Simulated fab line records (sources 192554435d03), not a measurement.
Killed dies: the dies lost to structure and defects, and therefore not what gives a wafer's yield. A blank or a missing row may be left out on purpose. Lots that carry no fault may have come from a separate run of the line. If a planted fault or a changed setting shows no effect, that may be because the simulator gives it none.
A struck lot beside a sound one | flow n5Finfet | 17 steps out of a route of 1938
Sound: wafers L964.4, L964.5, L964.6. Struck: wafer L971.6. (L971.1 of the same lot was not struck and is left out.) The cause comes at the end.
Each step with rows lists, per side, the tool, then ch with its chambers, then its first start. Under that, the readings that differ: sound wafers | struck wafers | difference of the means | sigmas: that difference in standard deviations of wafers without a fault.
alike: words and numbers the same on both sides, and readings whose means are apart by under 2 such deviations; not compared: readings that were withheld, readings missing a value for some wafer, numbers with overlapping values and no deviation given by the record, and bounds like >300 which may hide the same value.
The two part at a step that has a row with sigmas, a row that says differs or no value, or rows on one side only. When numbers do not overlap yet have no deviation, they are printed without sigmas and do not part them. A reading missing from all wafers of one side parts the sides only when that side holds two or more wafers.

N5_BEOL_M0_SAQP_ETCH_49: etches SiO2 in CF4/O2, target depth 37 nm.
  sound on rieDiel-01 ch 0,1,2, day 6 02:34; struck on rieDiel-04 ch 0, day 7 19:58
  alike: drypumpMotorCurrentA, oes_ar_750_au, oesProductAu, rfVppV, showerheadPlenumPTorr, throttleValvePct
  not compared: rfHoursCounterH
N5_BEOL_M0_SAQP_STRIP_75: strips in CF4.
  sound on rieDiel-01 ch 0,1,2, day 6 02:40; struck on rieDiel-04 ch 0, day 7 20:04
  alike: drypumpMotorCurrentA, oesProductAu, rfVppV, showerheadPlenumPTorr, throttleValvePct
  not compared: rfHoursCounterH
then, 7 steps without rows for these wafers: N5_BEOL_M0_CUTY_COAT_50 (time 60 s, resist thk 15 nm); N5_BEOL_M0_CUTY_COAT_51 (resist thk 150 nm); N5_BEOL_M0_CUTY_EBR_52; N5_BEOL_M0_CUTY_SOFTBAKE_53 (time 60 s); N5_BEOL_M0_CUTY_EXPOSE_54 (exposes mask M0 ABLK); N5_BEOL_M0_CUTY_PEB_55 (peb time 60 s); N5_BEOL_M0_CUTY_DEVELOP_56 (develop time 30 s).
N5_BEOL_M0_CUTY_CD_MEAS_57 targets a cd of 200 nm.
  sound on cdSem-02 ch 0, day 6 03:03; struck on cdSem-02 ch 0, day 7 20:20
  alike: cdNm
N5_BEOL_M0_CUTY_OVL_MEAS_58:
  sound on overlay-01 ch 0, day 6 03:05; struck on overlay-01 ch 0, day 7 20:22
  alike: M0_ABLK_OVL
N5_BEOL_M0_CUTY_INSPECT_59: inspects for defects (macro).
  sound on defectInspect-01 at day 6 03:06; struck on defectInspect-01 at day 7 20:23
  alike: rawDefectCount
N5_BEOL_M0_CUTY_DESCUM_61: chemistry O2, time 7.9 s.
  sound on rieDiel-02 ch 0,1,2, day 6 03:13; struck on rieDiel-06 ch 3, day 7 20:26
reading                                                | sound             | struck | difference | sigmas
tempC (C)                                              | 39.86 39.95 39.98 | 40.25  | +0.32      | +3
model.CAR-ArF-block_of_BEOL_M0_CUTY_COAT_51.thkNm (nm) | 142.8 142.6 143.2 | 142    | -1         | 
  alike: drypumpMotorCurrentA, oesProductAu, rfVppV, showerheadPlenumPTorr, throttleValvePct
  not compared: rfHoursCounterH
N5_BEOL_M0_CUTY_ETCH_62: etches SiARC in CF4, time 58.5 s.
  sound on rieDiel-02 ch 0,1,2, day 6 03:15; struck on rieDiel-06 ch 3, day 7 20:28
reading                                                | sound             | struck | difference | sigmas
model.CAR-ArF-block_of_BEOL_M0_CUTY_COAT_51.thkNm (nm) | 117.8 117.4 118.2 | 117    | -1         | 
  alike: drypumpMotorCurrentA, etchRfOnTimeS, oesProductAu, rfVppV, showerheadPlenumPTorr, throttleValvePct
  not compared: rfHoursCounterH
N5_BEOL_M0_CUTY_ETCH_63: etches SOC in N2/H2, target depth 82.7 nm, overetch 16.5 nm, time 124 s.
  sound on rieDiel-02 ch 0,1,2, day 6 03:20; struck on rieDiel-06 ch 3, day 7 20:31
  alike: drypumpMotorCurrentA, oesProductAu, rfVppV, showerheadPlenumPTorr, tempC, throttleValvePct
  not compared: rfHoursCounterH
-- a jump in the record: the struck wafers' starts before and after are 2 days apart (it breaks off in module BEOL_M0_CUTY and resumes in module BEOL_M4, where the first step shown is number 1111 of the route) --
N5_BEOL_M4_RC_MEAS_101:
  sound on prober-01 ch 0, day 7 23:15; struck on prober-01 ch 0, day 10 00:58
  alike: DIBL_N, DIBL_P, IOFF_N, IOFF_P, ION_N, ION_P, SS_N, SS_P, VT_N, VT_P
-- a jump in the record: the struck wafers' starts before and after are 4 days apart (it breaks off in module BEOL_M4 and resumes in module PASSIVATION, where the first step shown is number 1936 of the route) --
N5_PASSIVATION_PROBE_49:
  record: rows for the struck wafers here (prober-01, day 14 02:22), none for the sound ones

## WHERE THEY PART
Last at N5_PASSIVATION_PROBE_49 as far as this record goes, first at N5_BEOL_M0_CUTY_DESCUM_61.

WHY: the cause the simulator had injected
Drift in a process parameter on rieDiel-06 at N5_BEOL_M0_CUTY_DESCUM_61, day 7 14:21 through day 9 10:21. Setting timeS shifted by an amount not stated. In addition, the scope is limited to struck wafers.
